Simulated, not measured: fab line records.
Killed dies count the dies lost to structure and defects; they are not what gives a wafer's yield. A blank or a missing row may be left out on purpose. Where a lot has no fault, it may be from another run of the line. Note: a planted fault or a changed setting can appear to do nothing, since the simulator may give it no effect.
Lot-split experiment | flow n5-finfet | route with 1938 steps; 7 lots, 21 wafers read

## ABOUT THE SPLIT
At N5_BEOL_M0_ETCH_138 (etches SiCN in CH3F/O2, target depth 12 nm, time 31.6 s), the setting source-w was moved away from the recipe's 395 W on 7 of the 21 wafers read, by -5.6% to +17.5%. This setting was run at the recipe's value on the other wafers.

Reading taken at the split's own step.

## THE READING
rf-vpp-V, in V, at N5_BEOL_M0_ETCH_138 (etches SiCN in CH3F/O2, target depth 12 nm, time 31.6 s). Typical for fault-free wafers on this fab line: 296.8 V, with standard deviation 1.4 V.

wafer  | tool, chamber at the split | source-w as run, W | against the recipe | rf-vpp-V, V | against lot-mates on the recipe
L074.1 | rie-diel-02, 2             | 395                | recipe             | 299.6       | -
L074.2 | rie-diel-02, 1             | 395                | recipe             | 297.1       | -
L074.6 | rie-diel-02, 3             | 395                | recipe             | 295.8       | -
L075.1 | rie-diel-06, 1             | 395                | recipe             | 297.7       | -
L075.4 | rie-diel-06, 2             | 372.8              | -5.6%              | 304.0       | +6.3
L075.5 | rie-diel-06, 0             | 372.8              | -5.6%              | 302.4       | +4.7
L076.2 | rie-diel-02, 0             | 395                | recipe             | 296.3       | -
L076.3 | rie-diel-02, 2             | 395                | recipe             | 300.2       | -
L076.6 | rie-diel-02, 3             | 395                | recipe             | 297.2       | -
L079.2 | rie-diel-04, 1             | 395                | recipe             | 296.2       | -
L079.3 | rie-diel-04, 2             | 416.1              | +5.3%              | 292.2       | -4.3
L079.4 | rie-diel-04, 3             | 395                | recipe             | 296.9       | -
L080.3 | rie-diel-06, 0             | 395                | recipe             | 297.3       | -
L080.5 | rie-diel-06, 0             | 395                | recipe             | 295.7       | -
L080.6 | rie-diel-06, 1             | 464.1              | +17.5%             | 283.0       | -13.5
L092.1 | rie-diel-02, 3             | 395                | recipe             | 296.2       | -
L092.4 | rie-diel-02, 1             | 420                | +6.3%              | 287.8       | -8.4
L092.5 | rie-diel-02, 1             | 420                | +6.3%              | 290.2       | -6.0
L096.2 | rie-diel-04, 3             | 395                | recipe             | 296.4       | -
L096.4 | rie-diel-04, 0             | 395                | recipe             | 296.7       | -
L096.6 | rie-diel-04, 2             | 430.2              | +8.9%              | 289.6       | -6.9

FIT RESULTS
A straight line over all 21 wafers: rf-vpp-V changes by -0.916 V for each +1% of source-w; r = -0.95; the points scatter about the line by 1.5 V.
The same after taking each lot's own level away (the mean of its wafers on the recipe; 21 wafers): -0.851 V for each +1%; r = -0.96; scatter 1.3 V.
On that fit, the largest move of source-w shifts the reading by 15 V.
From 296.20 to 297.90 V: that is the span of the lots' own levels, equal to 1.2 times the standard deviation above.
Hence the lot-to-lot level has little effect on the slope; both slopes agree.
Check: -16.6 V against its lot-mates is what the line predicts for one of the wafers moved furthest among these (+17.5%) when that wafer is left out of the fit. It came out at -13.5 V against them.
Tool readings at the split's step, against how far the setting was moved: rf-vpp-V r = -0.95.

## FILE'S OWN FIT
rf-vpp-V changes by -0.822 V for each +1% of source-w, r = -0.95.
